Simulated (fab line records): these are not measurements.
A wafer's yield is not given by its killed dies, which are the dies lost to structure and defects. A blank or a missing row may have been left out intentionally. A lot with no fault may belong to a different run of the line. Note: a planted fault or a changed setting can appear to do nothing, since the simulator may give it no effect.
Chamber matching / flow nand-harc / NHARC_P_STI_DESCUM_14 on rie-diel-10: 4 sister chambers
The step chemistry O2, time 3 s. 4 wafers are shown with their chamber, then 7 later ones without.

## WAFERS, EACH WITH ITS CHAMBER
wafer=L081.4; chamber=1; showerhead-plenum-p-Torr (Torr)=1.87
wafer=L089.4; chamber=0; showerhead-plenum-p-Torr (Torr)=1.86
wafer=L090.1; chamber=3; showerhead-plenum-p-Torr (Torr)=1.93
wafer=L090.3; chamber=2; showerhead-plenum-p-Torr (Torr)=2.07

## WAFERS WHOSE CHAMBER IS MISSING
wafer=L090.6; showerhead-plenum-p-Torr (Torr)=2.07
wafer=L094.1; showerhead-plenum-p-Torr (Torr)=1.93
wafer=L094.3; showerhead-plenum-p-Torr (Torr)=1.87
wafer=L094.4; showerhead-plenum-p-Torr (Torr)=2.06
wafer=L095.1; showerhead-plenum-p-Torr (Torr)=1.85
wafer=L095.3; showerhead-plenum-p-Torr (Torr)=1.87
wafer=L095.4; showerhead-plenum-p-Torr (Torr)=2.06

## WHICH CHAMBER EACH WENT THROUGH
wafer=L090.6; from the rows above=2; in truth=2
wafer=L094.1; from the rows above=3; in truth=3
wafer=L094.3; from the rows above=can't be placed: 1 or 0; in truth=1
wafer=L094.4; from the rows above=2; in truth=2
wafer=L095.1; from the rows above=can't be placed: 0 or 1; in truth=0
wafer=L095.3; from the rows above=can't be placed: 1 or 0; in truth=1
wafer=L095.4; from the rows above=2; in truth=2
Correctly placed: 4 of 7. Cannot be placed on the basis of these rows: 3; the candidates contain the true chamber in 3. Number placed wrongly: 0.
How it was worked out, from the rows above alone: a wafer's distance from a chamber is the root of the sum, over the readings, of the square of ((its reading less the chamber's mean) divided by the reading's scatter). The wafer belongs to the nearest chamber; if the next one is less than 2 further off, it can't be placed. Each chamber's mean is taken over the wafers shown for it. The scatter (one wafer shown for each chamber): square how far every hidden wafer sits from the nearest shown wafer, average those squares and take the square root.
